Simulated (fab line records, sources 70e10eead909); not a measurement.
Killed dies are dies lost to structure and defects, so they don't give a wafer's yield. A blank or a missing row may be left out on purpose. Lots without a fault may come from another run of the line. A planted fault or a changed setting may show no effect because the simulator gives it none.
A struck lot beside a sound one | flow nand_harc | 14 steps out of a route of 1302
Sound: wafers L707.2, L707.5, L707.6. Struck: wafers L717.1, L717.2, L717.5. The cause comes at the end.
At each step with rows: each side's tool, then ch and its chambers, then its first start. Under that, the readings that differ: sound wafers | struck wafers | difference of the means | sigmas: that difference in standard deviations of wafers without a fault.
alike: readings whose means differ by less than 2 such deviations, and words and numbers that are the same on both sides. not compared: withheld readings, readings that some wafer has no value for, bounds like >300 that may hide the same value, and numbers for which the record gives no deviation and whose values overlap.
The two part at a step that has a row with sigmas, a row that says differs or no value, or rows on one side only. Numbers that don't overlap but have no deviation are shown without sigmas and don't part them. A reading that every wafer of one side lacks parts them only if that side has two wafers or more.

NHARC_THIN_TSV_GRIND_00:
  sound on grinder-01 ch 0, day 23 07:42; struck on grinder-01 ch 0, day 27 13:03
  alike: motor_current_A
NHARC_THIN_TSV_CMP_01: polishes.
  sound on cmp-04 ch 1,2, day 23 08:43; struck on cmp-03 ch 1,2, day 27 14:17
  alike: motor_current_A
NHARC_THIN_TSV_THK_MEAS_02: measures by ir.
  sound on film_metro-02, day 23 08:58; struck on film_metro-01, day 27 14:33
  alike: thk_nm
then, 3 steps without rows for these wafers: NHARC_THIN_TSV_SRD_03; NHARC_THIN_TSV_PRECLEAN_41 (cleans in SC1); NHARC_THIN_TSV_SRD_42.
NHARC_THIN_TSV_DEP_43: deposits SiO2, target thk 1328.5 nm.
  sound on pecvd-02 ch 1,2, day 23 09:12; struck on pecvd-01 ch 1,2, day 27 14:50
  reading                | sound          | struck         | difference | sigmas
  throttle_valve_pct (%) | 17.1 16.4 17.1 | 15.6 16.6 15.8 | -0.9       | -2
  alike: flow_sccm
  not compared: since_wet_clean_h
then, 5 steps without rows for these wafers: NHARC_THIN_TSV_DEHYDRATE_04 (time 120 s); NHARC_THIN_TSV_HMDS_05 (time 30 s); NHARC_THIN_TSV_COAT_06; NHARC_THIN_TSV_SOFTBAKE_07 (time 95 s); NHARC_THIN_TSV_EBR_08.
NHARC_THIN_TSV_EXPOSE_09: exposes mask TSV.
  sound on krf_scanner-01 ch 0, day 23 09:52; struck on krf_scanner-01, day 27 15:27
  no value came back on the struck wafers for exposure_dose_mJ_cm2, focus_offset_nm (nm); on the sound wafers exposure_dose_mJ_cm2 reads 30.71 30.66 30.70
  alike: mask
then, 1 step without rows for these wafers: NHARC_THIN_TSV_PEB_10 (peb time 85 s).

WHERE THEY PART
First at NHARC_THIN_TSV_DEP_43; last, within this record, at NHARC_THIN_TSV_EXPOSE_09.

WHY: what the simulator had put in
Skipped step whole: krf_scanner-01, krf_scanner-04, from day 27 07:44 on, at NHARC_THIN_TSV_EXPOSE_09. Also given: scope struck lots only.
